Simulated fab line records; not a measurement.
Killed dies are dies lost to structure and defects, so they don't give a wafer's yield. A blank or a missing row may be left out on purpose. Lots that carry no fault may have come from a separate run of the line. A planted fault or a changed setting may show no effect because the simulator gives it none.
Which tool was responsible?    flow nand_harc    72 wafers from 24 lots sampled at 4 of the route's 1302 steps

== WHAT EACH GAUGE READ, for each wafer ==
NHARC_P_GATE_INSPECT_28.
lot   measured      on                 raw_defect_count
L074  day 4 23:15   defect_inspect-01  6 7 7
L075  day 5 14:37   defect_inspect-01  9 8 7
L076  day 6 06:13   defect_inspect-02  8 7 5
L077  day 6 06:32   defect_inspect-01  10 4 7
L078  day 6 18:07   defect_inspect-02  15 7 9
L079  day 7 07:26   defect_inspect-02  6 6 4
L080  day 7 12:39   defect_inspect-01  5 14 6
L081  day 7 17:34   defect_inspect-02  11 8 9
L082  day 8 13:41   defect_inspect-02  8 4 6
L083  day 8 14:19   defect_inspect-02  8 5 3
L084  day 9 07:00   defect_inspect-02  8 7 5
L085  day 9 21:02   defect_inspect-02  2 7 11
L086  day 10 05:00  defect_inspect-01  4 7 6
L087  day 11 04:25  defect_inspect-01  9 8 3
L088  day 11 03:56  defect_inspect-02  2 6 4
L089  day 11 03:47  defect_inspect-02  3 4 10
L090  day 11 18:23  defect_inspect-01  5 8 2
L091  day 12 05:12  defect_inspect-02  6 6 3
L092  day 12 11:00  defect_inspect-02  5 7 4
L093  day 13 02:35  defect_inspect-02  11 9 8
L094  day 13 02:12  defect_inspect-02  4 5 4
L095  day 13 14:27  defect_inspect-02  8 3 9
L096  day 14 03:36  defect_inspect-02  3 2 8
L097  day 14 17:21  defect_inspect-02  0 7 8

NHARC_P_GATE_CD_MEAS_33.
lot   measured      on         cd_nm (nm)
L074  day 5 00:07   cd_sem-03  120.6 121.7 118.2
L075  day 5 15:28   cd_sem-01  122.7 119.2 118.1
L076  day 6 07:04   cd_sem-03  120.6 123.8 121.4
L077  day 6 07:23   cd_sem-01  120.8 122.4 122.4
L078  day 6 18:59   cd_sem-03  119.3 117.3 117.3
L079  day 7 08:18   cd_sem-02  123.9 121.4 121.4
L080  day 7 13:31   cd_sem-03  122.9 121.9 120.4
L081  day 7 18:25   cd_sem-03  117.3 116.6 117.5
L082  day 8 14:32   cd_sem-03  120.0 118.6 117.9
L083  day 8 15:12   cd_sem-01  118.6 118.5 119.2
L084  day 9 08:21   cd_sem-03  118.7 121.2 121.5
L085  day 9 21:55   cd_sem-03  120.5 120.5 121.2
L086  day 10 05:52  cd_sem-01  122.4 120.8 121.6
L087  day 11 05:46  cd_sem-03  119.8 121.7 121.8
L088  day 11 05:52  cd_sem-01  119.3 122.1 118.2
L089  day 11 05:47  cd_sem-02  120.7 121.9 120.5
L090  day 11 19:14  cd_sem-02  120.5 119.9 121.2
L091  day 12 06:04  cd_sem-01  118.2 122.0 124.3
L092  day 12 11:52  cd_sem-01  120.8 120.5 122.9
L093  day 13 03:28  cd_sem-03  117.1 120.2 118.5
L094  day 13 03:04  cd_sem-01  120.0 118.1 116.9
L095  day 13 15:23  cd_sem-01  122.5 118.2 119.3
L096  day 14 04:28  cd_sem-03  118.5 119.0 120.3
L097  day 14 18:13  cd_sem-03  122.4 121.4 121.7

== WHAT TOOL EACH LOT RAN ON (gives the tool, then ch and the chambers of the sampled wafers, and finally the start) ==
lot   NHARC_P_STI_CMP_21             NHARC_P_GATE_HM_DEP_102
L074  cmp-03 ch 0,2, day 3 14:36     acl_dep-01 ch 0, day 4 21:54
L075  cmp-02 ch 0,2,3, day 4 04:31   acl_dep-01 ch 0, day 5 13:02
L076  cmp-02 ch 0,1,2, day 4 14:55   acl_dep-02 ch 0, day 6 04:52
L077  cmp-04 ch 1,2,3, day 4 23:10   acl_dep-01 ch 0, day 6 05:04
L078  cmp-02 ch 2,3, day 5 09:35     acl_dep-02 ch 0, day 6 16:59
L079  cmp-04 ch 1,2, day 6 00:16     acl_dep-02 ch 0, day 7 05:58
L080  cmp-03 ch 0,1,3, day 6 04:55   acl_dep-02 ch 0, day 7 11:24
L081  cmp-04 ch 1,3, day 6 11:04     acl_dep-03 ch 0, day 7 16:20
L082  cmp-04 ch 1,2,3, day 7 03:59   acl_dep-02 ch 0, day 8 12:13
L083  cmp-03 ch 0,1,2, day 7 08:47   acl_dep-02 ch 0, day 8 12:51
L084  cmp-02 ch 0,2,3, day 7 21:34   acl_dep-03 ch 0, day 9 05:44
L085  cmp-04 ch 1,2, day 8 12:58     acl_dep-01 ch 0, day 9 19:40
L086  cmp-02 ch 0,1,3, day 8 17:00   acl_dep-01 ch 0, day 10 03:32
L087  cmp-03 ch 0,2,3, day 9 17:52   acl_dep-03 ch 0, day 11 02:57
L088  cmp-03 ch 0,1,2, day 9 18:03   acl_dep-01 ch 0, day 11 02:26
L089  cmp-03 ch 2,3, day 9 18:08     acl_dep-02 ch 0, day 11 02:26
L090  cmp-02 ch 0,1,3, day 10 05:43  acl_dep-03 ch 0, day 11 16:47
L091  cmp-04 ch 1,2,3, day 10 21:25  acl_dep-01 ch 0, day 12 03:44
L092  cmp-04 ch 0,3, day 11 02:42    acl_dep-01 ch 0, day 12 09:44
L093  cmp-03 ch 0,1,3, day 11 18:34  acl_dep-02 ch 0, day 13 01:13
L094  cmp-02 ch 0,1,3, day 11 23:05  acl_dep-01 ch 0, day 13 00:50
L095  cmp-02 ch 1,2,3, day 12 06:01  acl_dep-02 ch 0, day 13 13:00
L096  cmp-03 ch 0,2,3, day 12 17:29  acl_dep-01 ch 0, day 14 02:16
L097  cmp-02 ch 0,2, day 13 04:08    acl_dep-01 ch 0, day 14 16:01
- NHARC_P_STI_CMP_21: polishes, t overpolish 20 s, target thk 380.67 nm.
- NHARC_P_GATE_HM_DEP_102: deposits aC, target thk 120 nm.

== WHAT THE TOOLS THEMSELVES READ (means of the sampled wafers that have a number; where no wafer has one, the mark that the record gives instead) ==
NHARC_P_STI_CMP_21.
lot   tool    motor_current_A (A)  overpolish_run_s (s)
L074  cmp-03  11.1                 19.998
L075  cmp-02  12.1                 20.007
L076  cmp-02  11.2                 20.011
L077  cmp-04  12.0                 19.996
L078  cmp-02  11.5                 19.999
L079  cmp-04  12.7                 20.000
L080  cmp-03  11.6                 19.996
L081  cmp-04  11.2                 20.005
L082  cmp-04  11.7                 19.992
L083  cmp-03  11.5                 19.999
L084  cmp-02  12.0                 20.007
L085  cmp-04  12.4                 19.993
L086  cmp-02  12.3                 19.997
L087  cmp-03  11.5                 20.006
L088  cmp-03  11.6                 20.005
L089  cmp-03  10.9                 20.004
L090  cmp-02  12.2                 20.000
L091  cmp-04  11.8                 19.993
L092  cmp-04  11.0                 19.991
L093  cmp-03  11.5                 20.006
L094  cmp-02  12.0                 20.001
L095  cmp-02  11.9                 19.998
L096  cmp-03  11.5                 20.000
L097  cmp-02  10.9                 19.997

NHARC_P_GATE_HM_DEP_102.
lot   tool        throttle_valve_pct (%)
L074  acl_dep-01  34.998
L075  acl_dep-01  35.004
L076  acl_dep-02  35.004
L077  acl_dep-01  35.007
L078  acl_dep-02  34.992
L079  acl_dep-02  34.996
L080  acl_dep-02  34.995
L081  acl_dep-03  35.001
L082  acl_dep-02  35.000
L083  acl_dep-02  35.001
L084  acl_dep-03  34.993
L085  acl_dep-01  35.008
L086  acl_dep-01  35.001
L087  acl_dep-03  35.001
L088  acl_dep-01  34.995
L089  acl_dep-02  35.014
L090  acl_dep-03  35.004
L091  acl_dep-01  35.007
L092  acl_dep-01  35.004
L093  acl_dep-02  34.993
L094  acl_dep-01  35.002
L095  acl_dep-02  35.007
L096  acl_dep-01  35.008
L097  acl_dep-01  34.993

== THE ANSWER, worked out from the rows above alone ==
Rule: the lots themselves supply what counts as usual. The widest of any qualifying gaps counts: lots, ordered by their means at a reading, are off when they make up no more than a third of the lots, leave a main group of 4 or more, and stand apart from it by 3 or more times the standard deviation of that group's means. A main group is skipped when, at the precision printed for the reading in the tables above, its means are all equal. Also off: a lot with no number at a reading for which 4 or more lots have one. Where the step has rows for the other lots, those lots are counted as sound. Order of review: gauges by route order, followed by the tools' own readings, for which a lot's mean as printed above is used. The first step at which some lot is off is used, and at that step the reading that is off furthest; a lot without a number counts as furthest.
No lot is off on any of the readings shown, so nothing can be concluded from this.

== WHAT HAD BEEN PUT IN BY THE SIMULATOR ==
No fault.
